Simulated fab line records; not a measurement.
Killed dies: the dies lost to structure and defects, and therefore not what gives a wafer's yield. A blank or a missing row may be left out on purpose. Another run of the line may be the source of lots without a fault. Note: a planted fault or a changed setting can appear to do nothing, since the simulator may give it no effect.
One fault seen from 2 desks ; flow n5Finfet ; each desk holds nothing but its own numbers, with what lay behind them at the end

AT THE TOOL OWNER'S DESK: rieDiel-06
The tool's own readings at N5_BEOL_M2_ETCH_64 (etches SOC in N2/H2, target depth 75 nm, overetch 22.5 nm, time 121.9 s): means of the sampled wafers that have a number, for each lot that ran on this tool. If a lot's mean is further than 4 standard deviations from the usual mean, the lot is out of limits and carries the mark OUT (the distance appears in the brackets).
Columns: A = drypumpMotorCurrentA at N5_BEOL_M2_ETCH_64, usual 5.63 A; B = n2FlowSccm at N5_BEOL_M2_ETCH_64, usual 200.0 sccm; C = oesProductAu at N5_BEOL_M2_ETCH_64, usual 0.61 a.u.; D = rfFwdPowerW at N5_BEOL_M2_ETCH_64, usual 837.2 W; E = rfVppV at N5_BEOL_M2_ETCH_64, usual 522.9 V; F = showerheadPlenumPTorr at N5_BEOL_M2_ETCH_64, usual 2.50 Torr; G = throttleValvePct at N5_BEOL_M2_ETCH_64, usual 17.8 %
lot;first seen here;A;B;C;D;E;F;G
L849;day 7 03:16;5.84;199.6;0.68;834.2;523.6;2.52;17.6
L851;day 7 14:19;5.67;199.7;0.67;839.1;524.7;2.55;17.7
L858;day 9 18:29;5.84;199.8;0.61;840.8;521.8;2.49;17.8
L866;day 11 11:38;5.85;200.4;0.60;907.2 (+26) OUT;511.0 (-5.9) OUT;2.48;17.8
This desk finds L866 out of limits, L866 being first, at day 11 11:38 (rfFwdPowerW at N5_BEOL_M2_ETCH_64). In limits: L849, L851, L858.

FROM THE METROLOGY DESK
What the gauges read for every lot (on any tool): the sampled wafers with a number, averaged. If a lot's mean is further than 4 standard deviations from the usual mean, the lot is out of limits and carries the mark OUT (the distance appears in the brackets). 7 of its 11 readings are shown, namely those furthest out on some lot.
Columns: A = M2_ILD_THK at N5_BEOL_M2_THK_MEAS_01, usual 79.4 nm; B = IOFF_N at N5_BEOL_M4_RC_MEAS_101, usual 0.16 nA/um; C = IOFF_P at N5_BEOL_M4_RC_MEAS_101, usual 0.21 nA/um; D = ION_P at N5_BEOL_M4_RC_MEAS_101, usual 460 uA/um; E = SS_P at N5_BEOL_M4_RC_MEAS_101, usual 73.2 mV/dec; F = VT_N at N5_BEOL_M4_RC_MEAS_101, usual 250 mV; G = VT_P at N5_BEOL_M4_RC_MEAS_101, usual -251 mV
lot;first seen here;A;B;C;D;E;F;G
L848;day 6 22:58;79.1;0.21;0.26;470;74.2;243;-247
L849;day 7 02:33;79.2;0.14;0.18;452;72.5;252;-252
L851;day 7 12:40;77.9;0.21;0.22;461;73.5;247;-251
L852;day 7 16:35;80.8;0.17;0.23;454;73.4;250;-249
L858;day 9 17:02;79.0;0.17;0.21;455;73.4;250;-254
L860;day 9 19:10;78.2;0.16;0.18;457;73.3;249;-253
L861;day 10 05:40;80.4;0.12;0.20;463;72.6;252;-250
L866;day 11 10:28;79.2;0.16;0.23;463;73.7;249;-248
L868;day 11 23:07;78.5;0.13;0.18;458;72.8;255;-252
This desk found nothing out of limits on any of the 9 lots.

ALL TOGETHER
The tool owner's desk had the chance to raise an alarm at day 11 11:38 on L866.
Metrology desk: nothing out of limits seen.
The metrology desk has L866 on record, within its limits.
All the named lots went through N5_BEOL_M2_ETCH_64 on rieDiel-06.

WHAT THE SIMULATOR HAD INSERTED
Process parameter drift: rieDiel-06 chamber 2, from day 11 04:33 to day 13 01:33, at N5_BEOL_M2_ETCH_64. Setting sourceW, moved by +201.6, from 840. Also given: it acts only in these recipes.
Struck lots among those shown: L866.
Hours from the fault's start to each desk's first reading out of limits: the tool owner's desk, 7.
